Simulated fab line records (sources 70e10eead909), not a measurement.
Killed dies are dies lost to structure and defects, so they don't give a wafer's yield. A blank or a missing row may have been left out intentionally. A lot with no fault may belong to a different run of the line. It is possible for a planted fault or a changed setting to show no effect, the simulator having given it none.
Matching of chambers / flow nandHarc / 4 sister chambers for NHARC_A_M1_STRIP_18 on rieDiel-05
The step strips in N2/H2. 14 wafers are shown with their chamber, then 6 later ones without.

WAFERS PAIRED WITH THEIR CHAMBERS
wafer=L833.1; chamber=1; drypumpMotorCurrentA (A)=6.0; oesProductAu (a.u.)=1.014; rfFwdPowerW (W)=992
wafer=L833.3; chamber=3; drypumpMotorCurrentA (A)=6.4; oesProductAu (a.u.)=1.034; rfFwdPowerW (W)=996
wafer=L833.6; chamber=1; drypumpMotorCurrentA (A)=5.9; oesProductAu (a.u.)=1.017; rfFwdPowerW (W)=998
wafer=L832.1; chamber=0; drypumpMotorCurrentA (A)=6.0; oesProductAu (a.u.)=1.015; rfFwdPowerW (W)=996
wafer=L832.4; chamber=3; drypumpMotorCurrentA (A)=6.4; oesProductAu (a.u.)=1.021; rfFwdPowerW (W)=1000
wafer=L832.6; chamber=1; drypumpMotorCurrentA (A)=5.9; oesProductAu (a.u.)=1.011; rfFwdPowerW (W)=997
wafer=L834.2; chamber=2; drypumpMotorCurrentA (A)=5.4; oesProductAu (a.u.)=1.008; rfFwdPowerW (W)=997
wafer=L834.3; chamber=0; drypumpMotorCurrentA (A)=6.0; oesProductAu (a.u.)=1.021; rfFwdPowerW (W)=991
wafer=L834.4; chamber=3; drypumpMotorCurrentA (A)=6.3; oesProductAu (a.u.)=1.024; rfFwdPowerW (W)=1005
wafer=L839.4; chamber=0; drypumpMotorCurrentA (A)=6.0; oesProductAu (a.u.)=1.005; rfFwdPowerW (W)=997
wafer=L839.6; chamber=0; drypumpMotorCurrentA (A)=6.0; oesProductAu (a.u.)=0.991; rfFwdPowerW (W)=999
wafer=L844.2; chamber=2; drypumpMotorCurrentA (A)=5.4; oesProductAu (a.u.)=1.018; rfFwdPowerW (W)=995
wafer=L844.4; chamber=0; drypumpMotorCurrentA (A)=6.0; oesProductAu (a.u.)=1.000; rfFwdPowerW (W)=1002
wafer=L844.6; chamber=3; drypumpMotorCurrentA (A)=6.4; oesProductAu (a.u.)=1.012; rfFwdPowerW (W)=1003

SIGNATURES, as means of the wafers listed above
reading=drypumpMotorCurrentA; chamber 0=6.000; chamber 1=5.933; chamber 2=5.400; chamber 3=6.375; scatter within a chamber=0.0376
reading=oesProductAu; chamber 0=1.00640; chamber 1=1.01400; chamber 2=1.01300; chamber 3=1.02275; scatter within a chamber=0.00939
reading=rfFwdPowerW; chamber 0=997.00; chamber 1=995.67; chamber 2=996.00; chamber 3=1001.00; scatter within a chamber=3.67
Rule: for each reading, subtract the chamber's mean from the wafer's reading, divide by that reading's scatter and square the result; add these up over the readings and take the root, which gives the wafer's distance from the chamber. If the next closest chamber is less than 2 further off than the closest, the wafer can't be placed; otherwise it belongs to the closest. The scatter: the root of (the sum of the squares of (reading less its chamber's mean) over the shown wafers, divided by (wafers less chambers)).

WAFERS WITH NO CHAMBER GIVEN
wafer=L845.1; drypumpMotorCurrentA (A)=6.4; oesProductAu (a.u.)=1.009; rfFwdPowerW (W)=1002
wafer=L845.4; drypumpMotorCurrentA (A)=5.4; oesProductAu (a.u.)=1.013; rfFwdPowerW (W)=995
wafer=L845.6; drypumpMotorCurrentA (A)=6.0; oesProductAu (a.u.)=0.993; rfFwdPowerW (W)=996
wafer=L846.2; drypumpMotorCurrentA (A)=6.0; oesProductAu (a.u.)=1.013; rfFwdPowerW (W)=994
wafer=L846.5; drypumpMotorCurrentA (A)=6.4; oesProductAu (a.u.)=1.009; rfFwdPowerW (W)=998
wafer=L846.6; drypumpMotorCurrentA (A)=6.0; oesProductAu (a.u.)=1.016; rfFwdPowerW (W)=995

EACH ONE'S CHAMBER
wafer=L845.1; from the rows above=3; in truth=3
wafer=L845.4; from the rows above=2; in truth=2
wafer=L845.6; from the rows above=can't be placed: 0 or 1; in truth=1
wafer=L846.2; from the rows above=can't be placed: 0 or 1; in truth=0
wafer=L846.5; from the rows above=3; in truth=3
wafer=L846.6; from the rows above=can't be placed: 0 or 1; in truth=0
Placed correctly: 3 of 6. From these rows, 3 cannot be placed; in 3 the true chamber is one of the candidates. Placed wrongly: 0.
